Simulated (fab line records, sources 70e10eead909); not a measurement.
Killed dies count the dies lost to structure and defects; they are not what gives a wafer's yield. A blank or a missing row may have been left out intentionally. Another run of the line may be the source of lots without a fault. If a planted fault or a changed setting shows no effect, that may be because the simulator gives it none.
Chamber matching    flow nand_harc    4 sister chambers for NHARC_A_CHANNEL_FILL_D1_ALD_16 on ald_hk-03
The step deposits SiO2, target thk 1.5 nm, pulse time 10 s, ald cycles 15. 4 wafers are shown with their chamber, then 8 later ones without.

EACH WAFER AND ITS CHAMBER
wafer   chamber  heater_power_w (W)
L077.2  0        495
L079.3  3        512
L079.6  2        365
L085.1  1        499

WAFERS WITHOUT THEIR CHAMBER
wafer   heater_power_w (W)
L085.3  488
L085.6  499
L087.1  501
L087.2  380
L087.6  500
L090.1  506
L090.2  505
L090.3  498

WHICH CHAMBER EACH WENT THROUGH
wafer   from the rows above           in truth
L085.3  can't be placed: 0 or 1       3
L085.6  can't be placed: 1 or 0 or 3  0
L087.1  can't be placed: 1 or 0 or 3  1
L087.2  2                             2
L087.6  can't be placed: 1 or 0 or 3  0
L090.1  can't be placed: 3 or 1 or 0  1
L090.2  can't be placed: 1 or 3 or 0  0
L090.3  can't be placed: 1 or 0 or 3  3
1 of 8 placed correctly. From these rows, 7 cannot be placed; in 6 the true chamber is one of the candidates. 0 placed wrongly.
How it was worked out, from the rows above alone: a wafer's distance from a chamber is the root of the sum, over the readings, of the square of ((its reading less the chamber's mean) divided by the reading's scatter). The wafer belongs to the nearest chamber; if the next one is less than 2 further off, it can't be placed. Each chamber's mean is taken over the wafers shown for it. The scatter (one wafer shown for each chamber): square how far every hidden wafer sits from the nearest shown wafer, average those squares and take the square root.
